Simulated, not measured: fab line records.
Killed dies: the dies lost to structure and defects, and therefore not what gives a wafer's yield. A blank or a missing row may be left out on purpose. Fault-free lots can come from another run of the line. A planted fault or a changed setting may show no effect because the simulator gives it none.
A lot that was struck, set against a sound lot ; flow nand-harc ; 15 steps out of a route of 1302
Sound: these wafers, L901.1, L901.2, L901.4. Struck: wafer L911.2. (L911.1, L911.3 of the same lot were not struck and are left out.) The cause comes at the end.
For every step that has rows: the tool of each side, followed by ch and its chambers, followed by its first start. Under that, the readings that differ: sound wafers ; struck wafers ; difference of the means ; sigmas: that difference in standard deviations of wafers without a fault.
alike: same words and numbers on both sides, and readings whose means sit less than 2 such deviations apart. not compared: any withheld reading, any reading some wafer has no value for, any bound like >300 that may hide the same value, and any number with overlapping values for which the record gives no deviation.
A row with sigmas, a row that says differs or no value, or rows on one side alone: a step with any of these is where the two part. Non-overlapping numbers with no deviation appear without sigmas and do not part them. A reading that every wafer of one side lacks parts them only if that side has two wafers or more.

NHARC_P_M2_CD_MEAS_09 targets a cd of 170 nm.
  sound on cd-sem-03 ch 0, day 7 01:48; struck on cd-sem-03 ch 0, day 11 08:01
  alike: cd-nm
NHARC_P_M2_OVL_MEAS_10: pitch 340 nm.
  sound on overlay-02 at day 7 01:53; struck on overlay-01 at day 11 08:07
reading;sound;struck;difference;sigmas
overlay-x-nm (nm);-0.9 -0.8 -1.4;0.8;+1.8;+2
  alike: overlay-y-nm
NHARC_P_M2_INSPECT_11:
  sound on defect-inspect-02 at day 7 01:55; struck on defect-inspect-01 at day 11 08:09
  alike: raw-defect-count
then, 1 step without rows for these wafers: NHARC_P_M2_DESCUM_14 (chemistry O2, time 3 s).
NHARC_P_M2_ETCH_35: etches the open film in N2/H2, target depth 40 nm, overetch 12 nm, time 43.94 s.
  sound on rie-diel-08 ch 1,2,3, day 7 02:05; struck on rie-diel-08 ch 2, day 11 08:18
reading;sound;struck;difference;sigmas
rf-hours-counter-h (h);5.0 5.5 5.4;2.9;-2.4;
  alike: drypump-motor-current-A, oes-product-au, rf-vpp-V, showerhead-plenum-p-Torr, throttle-valve-pct
then, 1 step without rows for these wafers: NHARC_P_M2_ETCH_15 (etches the open film in C4F8/Ar, target depth 182.5 nm, time 91.2 s).
NHARC_P_M2_CD_MEAS_16:
  sound on cd-sem-03 at day 7 02:17; struck on cd-sem-01 at day 11 09:01
  alike: cd-nm
NHARC_P_M2_STRIP_18: strips in N2/H2.
  sound on rie-diel-08 ch 1,2,3, day 7 02:22; struck on rie-diel-02 ch 0, day 11 09:05
reading;sound;struck;difference;sigmas
rf-hours-counter-h (h);5.5 5.5 5.1;1.1;-4.3;
  alike: drypump-motor-current-A, oes-product-au, rf-vpp-V, showerhead-plenum-p-Torr, throttle-valve-pct
then, 2 steps without rows for these wafers: NHARC_P_M2_ETCH_28 (etches the open film in CF4/N2, target depth 30 nm, time 72.99 s); NHARC_P_M2_STRIP_19 (strips in post etch residue remover, time 600 s).
NHARC_P_M2_DEGAS_29: time 60 s.
  sound on pvd-sputter-01 at day 7 03:01; struck on pvd-sputter-03 at day 11 09:44
  alike: heater-power-w
NHARC_P_M2_PRE_CLEAN_30: time 30 s.
  sound on pvd-sputter-01; struck on pvd-sputter-03
reading;sound;struck;difference;sigmas
heater-power-w (W);378 377 472;493;+84;+2
NHARC_P_M2_PVD_20: deposits TaN, target thk 5 nm, time 8.06 s.
  sound on pvd-sputter-01 at day 7 03:07; struck on pvd-sputter-03 at day 11 09:50
reading;sound;struck;difference;sigmas
time-s (s);8.06 8.06 8.06;5.9137;-2.1463;
  alike: throttle-valve-pct
NHARC_P_M2_PVD_21: deposits Cu, target thk 30 nm, time 20.49 s.
  sound on pvd-sputter-01; struck on pvd-sputter-03
  alike: throttle-valve-pct
  not compared: time-s
after that, 1 step had no rows for these wafers: NHARC_END_SORT_01.

== WHERE THEY PART ==
Last at NHARC_P_M2_PRE_CLEAN_30 as far as this record goes, first at NHARC_P_M2_OVL_MEAS_10. Later steps at which nothing parts them and some readings are alike: NHARC_P_M2_PVD_20, NHARC_P_M2_PVD_21.

WHY: whatever the simulator had introduced
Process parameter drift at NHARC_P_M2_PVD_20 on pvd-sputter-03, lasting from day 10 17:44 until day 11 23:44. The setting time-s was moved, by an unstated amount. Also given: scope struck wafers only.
